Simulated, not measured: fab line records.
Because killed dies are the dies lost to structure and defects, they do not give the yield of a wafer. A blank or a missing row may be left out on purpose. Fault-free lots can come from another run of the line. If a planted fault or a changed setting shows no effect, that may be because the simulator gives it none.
Lot-split experiment | flow n5_finfet | 7 lots, 21 wafers read, on a route of 1938 steps

== SPLIT DETAILS ==
At N5_BEOL_M0_SAQP_PECVD_03 (deposits SiCN from 3MS/NH3, target thk 12 nm, time 21.1 s), the setting time_s was moved away from the recipe's 21.1 s on 5 of the 21 wafers read, by -14.9% to +13.4%. For the rest of the wafers, this setting stayed at what the recipe calls for.

== FROM THE SPLIT TO THE READING: what the file shows between them, 6 steps ==
- N5_BEOL_M0_SAQP_EXPOSE_11: exposes mask M0 CORE, target cd 42 nm (also split here: dose_mj)
- N5_BEOL_M0_SAQP_PEB_12: peb time 60 s
- N5_BEOL_M0_SAQP_DEVELOP_13: develop time 30 s
- N5_BEOL_M0_SAQP_CD_MEAS_14: target cd 42.5 nm
- N5_BEOL_M0_SAQP_ETCH_101: etches SiNx in CH3F/O2, target depth 29.9 nm, time 42.7 s
- N5_BEOL_M0_SAQP_ETCH_102: etches SiO2 in CF4, target depth 4 nm, time 4.4 s

== THE READING ==
SiCN_of_BEOL_M0_SAQP_PECVD_03.thk_nm (the simulator's own value, which no gauge read), in nm, at N5_BEOL_M0_SAQP_MANDREL_ETCH_103 (etches a-Si in HBr/Cl2, stops on SiCN, target depth 45 nm, bt time 10 s, time 27 s). The file does not state a usual value for it. The 16 wafers here that ran the recipe average 8.7 nm, standard deviation 0.21 nm.

wafer  | tool, chamber at the split | time_s as run, s | against the recipe | SiCN_of_BEOL_M0_SAQP_PECVD_03.thk_nm, nm | against lot-mates on the recipe
L076.1 | pecvd-01, 2                | 18.33            | -13.1%             | 6.8                                      | -2.2
L076.4 | pecvd-01, 0                | 18.33            | -13.1%             | 7.4                                      | -1.6
L076.6 | pecvd-01, 2                | 21.1             | recipe             | 9                                        | -
L081.1 | pecvd-01, 0                | 17.96            | -14.9%             | 6.8                                      | -1.8
L081.2 | pecvd-01, 1                | 17.96            | -14.9%             | 7                                        | -1.6
L081.3 | pecvd-01, 2                | 21.1             | recipe             | 8.6                                      | -
L083.1 | pecvd-02, 1                | 21.1             | recipe             | 8.6                                      | -
L083.4 | pecvd-02, 2                | 21.1             | recipe             | 8.8                                      | -
L083.5 | pecvd-02, 1                | 21.1             | recipe             | 8.4                                      | -
L088.1 | pecvd-01, 2                | 23.93            | +13.4%             | 10.2                                     | +1.4
L088.2 | pecvd-01, 0                | 21.1             | recipe             | 8.6                                      | -
L088.3 | pecvd-01, 1                | 21.1             | recipe             | 9                                        | -
L089.3 | pecvd-01, 2                | 21.1             | recipe             | 8.4                                      | -
L089.4 | pecvd-01, 0,2              | 21.1             | recipe             | 8.8                                      | -
L089.6 | pecvd-01, 0,2              | 21.1             | recipe             | 8.8                                      | -
L096.1 | pecvd-02, 0,0,1            | 21.1             | recipe             | 8.8                                      | -
L096.4 | pecvd-02, 0,0,1            | 21.1             | recipe             | 9                                        | -
L096.6 | pecvd-02, 0,0,1            | 21.1             | recipe             | 9                                        | -
L097.3 | pecvd-01, 0                | 21.1             | recipe             | 8.4                                      | -
L097.4 | pecvd-01, 0,2              | 21.1             | recipe             | 8.6                                      | -
L097.6 | pecvd-01, 0,2              | 21.1             | recipe             | 8.6                                      | -
When a row names more than one chamber, that row covers several wafers, and the file does not tell which wafer ran in which chamber.

FIT RESULTS
A straight line over all 21 wafers: SiCN_of_BEOL_M0_SAQP_PECVD_03.thk_nm changes by +0.12 nm for each +1% of time_s; r = +0.96; the points scatter about the line by 0.22 nm.
The same after taking each lot's own level away (the mean of its wafers on the recipe; 21 wafers): +0.122 nm for each +1%; r = +0.97; scatter 0.2 nm.
According to that fit, moving time_s by its largest amount changes the reading by 1.8 nm.
The span of the lots' own levels, 8.53 to 9.00 nm, comes to 2.2 times the standard deviation stated above.
Consequently the slope shifts little with the lot-to-lot level, the two slopes agreeing.
Check: -1.86 nm against its lot-mates is what the line predicts for one of the wafers moved furthest among these (-14.9%) when that wafer is left out of the fit. Against them it came out at -1.8 nm.

== ADDITIONAL SPLITS CARRIED BY THESE WAFERS ==
These wafers also went through other splits before the reading. Each is held against what the fit with the lots' levels taken away leaves over:
other split on the same wafers       | wafers away from the commonest value | r with SiCN_of_BEOL_M0_SAQP_PECVD_03.thk_nm (lot level and that fit taken away)
N5_MOL_CONTACT_COAG_COAT_64 spin_rpm | 8                                    | +0.25
N5_BEOL_M0_SAQP_EXPOSE_11 dose_mj    | 5                                    | -0.08

== THE WHOLE CHAIN: every reading that the file lists as answering this split, in the file's order ==
step                             | what it does                                                                       | reading                                                                               | change (the file's fit)               | r (the file's)
N5_BEOL_M0_SAQP_PECVD_03         | deposits SiCN from 3MS/NH3, target thk 12 nm, time 21.1 s                          | SiCN_of_BEOL_M0_SAQP_PECVD_03.thk_nm (the simulator's own value, which no gauge read) | +0.128 nm for each +1% of the setting | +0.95
N5_BEOL_M0_SAQP_MANDREL_ETCH_103 | etches a-Si in HBr/Cl2, stops on SiCN, target depth 45 nm, bt time 10 s, time 27 s | SiCN_of_BEOL_M0_SAQP_PECVD_03.thk_nm (the simulator's own value, which no gauge read) | +0.12 nm for each +1% of the setting  | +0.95

== THE FILE'S OWN FIT ==
SiCN_of_BEOL_M0_SAQP_PECVD_03.thk_nm changes by +0.12 nm for each +1% of time_s, r = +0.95.
